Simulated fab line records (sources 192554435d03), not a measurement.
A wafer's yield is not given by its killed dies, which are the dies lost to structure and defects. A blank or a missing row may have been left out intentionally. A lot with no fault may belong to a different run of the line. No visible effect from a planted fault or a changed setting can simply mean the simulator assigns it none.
Lot-split experiment -- flow n5-finfet -- 7 lots, 21 wafers read, on a route of 1938 steps

THE SPLIT ITSELF
At N5_BEOL_M6_ETCH_62 (etches SOC in N2/H2, target depth 110 nm, overetch 22 nm, time 165 s), the setting time-s was moved away from the recipe's 165 s on 4 of the 21 wafers read, by -19.2% to +15.5%. All remaining wafers had this setting at the recipe value.

Reading taken at the split's own step.

THE READING
SiARC_of_BEOL_M6_COAT_60.thk-nm (the simulator's own value, which no gauge read), in nm, at N5_BEOL_M6_ETCH_62 (etches SOC in N2/H2, target depth 110 nm, overetch 22 nm, time 165 s). There is no usual value for it anywhere in the file. The 17 wafers here that ran the recipe average 28.1 nm, standard deviation 0.19 nm.

wafer,"tool, chamber at the split","time-s as run, s",against the recipe,"SiARC_of_BEOL_M6_COAT_60.thk-nm, nm",against lot-mates on the recipe
L077.1,"rie-diel-02, 3",165,recipe,28,-
L077.5,"rie-diel-02, 3",165,recipe,28,-
L077.4,"rie-diel-02, 1",165,recipe,28.4,-
L075.2,"rie-diel-02, 1",190.5,+15.5%,27.6,-0.6
L075.3,"rie-diel-02, 3",165,recipe,28.2,-
L075.6,"rie-diel-02, 3",165,recipe,28.2,-
L082.2,"rie-diel-01, 1",165,recipe,28,-
L082.5,"rie-diel-01, 1",165,recipe,28,-
L082.4,"rie-diel-01, 0",165,recipe,28.2,-
L083.2,"rie-diel-06, 3",165,recipe,28.2,-
L083.3,"rie-diel-06, 1",165,recipe,27.8,-
L083.6,"rie-diel-06, 1",165,recipe,27.8,-
L088.1,"rie-diel-06, 1",165,recipe,28,-
L088.2,"rie-diel-06, 3",165,recipe,28.4,-
L088.6,"rie-diel-06, 2",165,recipe,28.2,-
L089.1,"rie-diel-01, 2",165,recipe,28.4,-
L089.3,"rie-diel-01, 0,1",135.3,-18.0%,29.4,+1.0
L089.4,"rie-diel-01, 0,1",135.3,-18.0%,29.4,+1.0
L097.2,"rie-diel-01, 0",165,recipe,28.4,-
L097.4,"rie-diel-01, 1",165,recipe,28.2,-
L097.5,"rie-diel-01, 0",133.4,-19.2%,29.6,+1.3
Rows listing several chambers each stand for several wafers; the file does not say which wafer went through which chamber.

FIT RESULTS
A straight line over all 21 wafers: SiARC_of_BEOL_M6_COAT_60.thk-nm changes by -0.0637 nm for each +1% of time-s; r = -0.92; the points scatter about the line by 0.21 nm.
The same after taking each lot's own level away (the mean of its wafers on the recipe; 21 wafers): -0.0552 nm for each +1%; r = -0.94; scatter 0.15 nm.
On that fit, the largest move of time-s shifts the reading by 1.1 nm.
From 27.93 to 28.40 nm: that is the span of the lots' own levels, equal to 2.4 times the standard deviation above.
Hence the slope depends on the lot-to-lot level, as the two fits are not the same.
Check: +0.988 nm against its lot-mates is what the line predicts for one of the wafers moved furthest among these (-19.2%) when that wafer is left out of the fit. It came out at +1.3 nm against them.

THE OTHER SPLITS THESE WAFERS WENT THROUGH
Other splits were also applied to these wafers ahead of the reading. Each is held against what the fit with the lots' levels taken away leaves over:
other split on the same wafers,wafers away from the commonest value,r with SiARC_of_BEOL_M6_COAT_60.thk-nm (lot level and that fit taken away)
N5_BEOL_M2_EXPOSE_25 dose-mj,7,-0.16
N5_BEOL_M4_TRENCH_ETCH_37 time-s,8,+0.01
N5_BEOL_M5_ETCH_62 source-w,4,+0.00
N5_BEOL_M6_PECVD_70 time-s,8,-0.08
N5_BEOL_M6_EXPOSE_08 dose-mj,4,-0.03

FILE'S OWN FIT
SiARC_of_BEOL_M6_COAT_60.thk-nm changes by -0.0561 nm for each +1% of time-s, r = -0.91.
